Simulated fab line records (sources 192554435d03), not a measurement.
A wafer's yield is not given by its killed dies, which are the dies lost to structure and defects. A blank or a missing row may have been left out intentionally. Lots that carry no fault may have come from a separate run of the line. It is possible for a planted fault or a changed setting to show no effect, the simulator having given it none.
One fault seen from 2 desks + flow n5-finfet + numbers are kept per desk, each desk with only its own; the story behind them comes last

== DESK OF THE TOOL OWNER: pecvd-03 ==
The tool's own readings at N5_BEOL_M0_SAQP_PECVD_96 (deposits a-Si from SiH4/He, target thk 45 nm, time 45.2 s): means of the sampled wafers that have a number, for each lot that ran on this tool. A lot is out of limits, marked OUT, if its mean lies more than 4 standard deviations from the usual mean; the brackets give that distance.
Columns: A = heater-power-w at N5_BEOL_M0_SAQP_PECVD_96, usual 690 W; B = run-length-s at N5_BEOL_M0_SAQP_PECVD_96, usual 81.4 s; C = showerhead-plenum-p-Torr at N5_BEOL_M0_SAQP_PECVD_96, usual 5.66 Torr; D = throttle-valve-pct at N5_BEOL_M0_SAQP_PECVD_96, usual 18.0 %
| lot  | first seen here | A   | B    | C    | D    |
|------|-----------------|-----|------|------|------|
| L645 | day 5 23:16     | 714 | 81.3 | 5.63 | 18.6 |
| L652 | day 7 16:40     | 697 | 82.3 | 5.64 | 18.1 |
| L665 | day 11 06:26    | 656 | 81.5 | 5.64 | 18.3 |
Result from this desk: across the 3 lots, nothing is out of limits.

== AT THE METROLOGY DESK ==
What the gauges read for every lot (on any tool): the sampled wafers with a number, averaged. A lot is out of limits, marked OUT, if its mean lies more than 4 standard deviations from the usual mean; the brackets give that distance. 7 of its 10 readings are shown, namely those furthest out on some lot.
Columns: A = DIBL_N at N5_BEOL_M4_RC_MEAS_101, usual 35.7 mV/V; B = DIBL_P at N5_BEOL_M4_RC_MEAS_101, usual 35.4 mV/V; C = IOFF_P at N5_BEOL_M4_RC_MEAS_101, usual 0.20 nA/um; D = ION_N at N5_BEOL_M4_RC_MEAS_101, usual 672 uA/um; E = ION_P at N5_BEOL_M4_RC_MEAS_101, usual 461 uA/um; F = SS_P at N5_BEOL_M4_RC_MEAS_101, usual 73.1 mV/dec; G = VT_P at N5_BEOL_M4_RC_MEAS_101, usual -251 mV
| lot  | first seen here | A    | B    | C    | D   | E   | F    | G    |
|------|-----------------|------|------|------|-----|-----|------|------|
| L644 | day 7 23:58     | 34.5 | 33.6 | 0.17 | 663 | 458 | 73.1 | -252 |
| L645 | day 8 11:07     | 36.0 | 35.2 | 0.24 | 673 | 464 | 73.6 | -247 |
| L652 | day 10 03:15    | 37.2 | 35.6 | 0.20 | 672 | 458 | 73.2 | -249 |
| L655 | day 11 00:10    | 35.0 | 34.4 | 0.16 | 654 | 446 | 73.1 | -256 |
| L656 | day 11 01:20    | 35.4 | 35.1 | 0.18 | 663 | 452 | 72.8 | -254 |
| L657 | day 11 20:35    | 36.2 | 36.1 | 0.21 | 666 | 462 | 72.9 | -249 |
| L661 | day 12 16:40    | 38.3 | 38.1 | 0.27 | 684 | 475 | 74.4 | -245 |
| L665 | day 13 20:10    | 35.3 | 35.5 | 0.18 | 668 | 459 | 72.7 | -251 |
| L666 | day 14 06:29    | 34.7 | 33.5 | 0.19 | 665 | 461 | 72.8 | -251 |
Result from this desk: across the 9 lots, nothing is out of limits.

== BROUGHT TOGETHER ==
Nothing out of limits was seen by the tool owner's desk.
Nothing out of limits was seen by the metrology desk.

== WHAT THE SIMULATOR PUT IN ==
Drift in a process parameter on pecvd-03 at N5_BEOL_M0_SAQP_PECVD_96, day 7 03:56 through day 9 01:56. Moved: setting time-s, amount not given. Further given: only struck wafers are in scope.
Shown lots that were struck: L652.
